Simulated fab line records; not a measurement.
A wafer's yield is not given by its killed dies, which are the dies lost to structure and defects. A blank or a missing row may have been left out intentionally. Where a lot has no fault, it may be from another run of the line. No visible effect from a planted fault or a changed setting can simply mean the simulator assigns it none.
Chamber matching / flow nand harc / ald metal-02 running NHARC_A_CONTACT_ALD_18: 4 sister chambers
The step deposits TiN, target thk 3 nm, pulse time 1 s, ald cycles 150. 4 wafers are shown with their chamber, then 10 later ones without.

## WAFERS, EACH WITH ITS CHAMBER
wafer=L077.1; chamber=1; heater power w (W)=1130
wafer=L085.1; chamber=3; heater power w (W)=1142
wafer=L087.1; chamber=2; heater power w (W)=1071
wafer=L088.4; chamber=0; heater power w (W)=1190

## WAFERS WITHOUT THEIR CHAMBER
wafer=L088.6; heater power w (W)=1167
wafer=L091.3; heater power w (W)=1208
wafer=L091.5; heater power w (W)=1099
wafer=L091.6; heater power w (W)=1195
wafer=L093.1; heater power w (W)=1045
wafer=L093.2; heater power w (W)=1105
wafer=L093.6; heater power w (W)=1149
wafer=L096.1; heater power w (W)=1138
wafer=L096.2; heater power w (W)=1080
wafer=L096.3; heater power w (W)=1196

## CHAMBER TAKEN BY EACH
wafer=L088.6; from the rows above=can't be placed: 0 or 3 or 1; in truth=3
wafer=L091.3; from the rows above=0; in truth=0
wafer=L091.5; from the rows above=can't be placed: 2 or 1 or 3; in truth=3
wafer=L091.6; from the rows above=0; in truth=0
wafer=L093.1; from the rows above=2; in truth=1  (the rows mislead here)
wafer=L093.2; from the rows above=can't be placed: 1 or 2 or 3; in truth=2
wafer=L093.6; from the rows above=can't be placed: 3 or 1 or 0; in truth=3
wafer=L096.1; from the rows above=can't be placed: 3 or 1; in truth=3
wafer=L096.2; from the rows above=2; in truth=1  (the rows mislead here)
wafer=L096.3; from the rows above=0; in truth=0
Correct placement for 3 of the 10. These rows do not allow placing 5 (true chamber among the candidates in 5). Number placed wrongly: 2.
How it was worked out, from the rows above alone: a wafer's distance from a chamber is the root of the sum, over the readings, of the square of ((its reading less the chamber's mean) divided by the reading's scatter). The wafer belongs to the nearest chamber; if the next one is less than 2 further off, it can't be placed. Each chamber's mean is taken over the wafers shown for it. The scatter (one wafer shown for each chamber): square how far every hidden wafer sits from the nearest shown wafer, average those squares and take the square root.
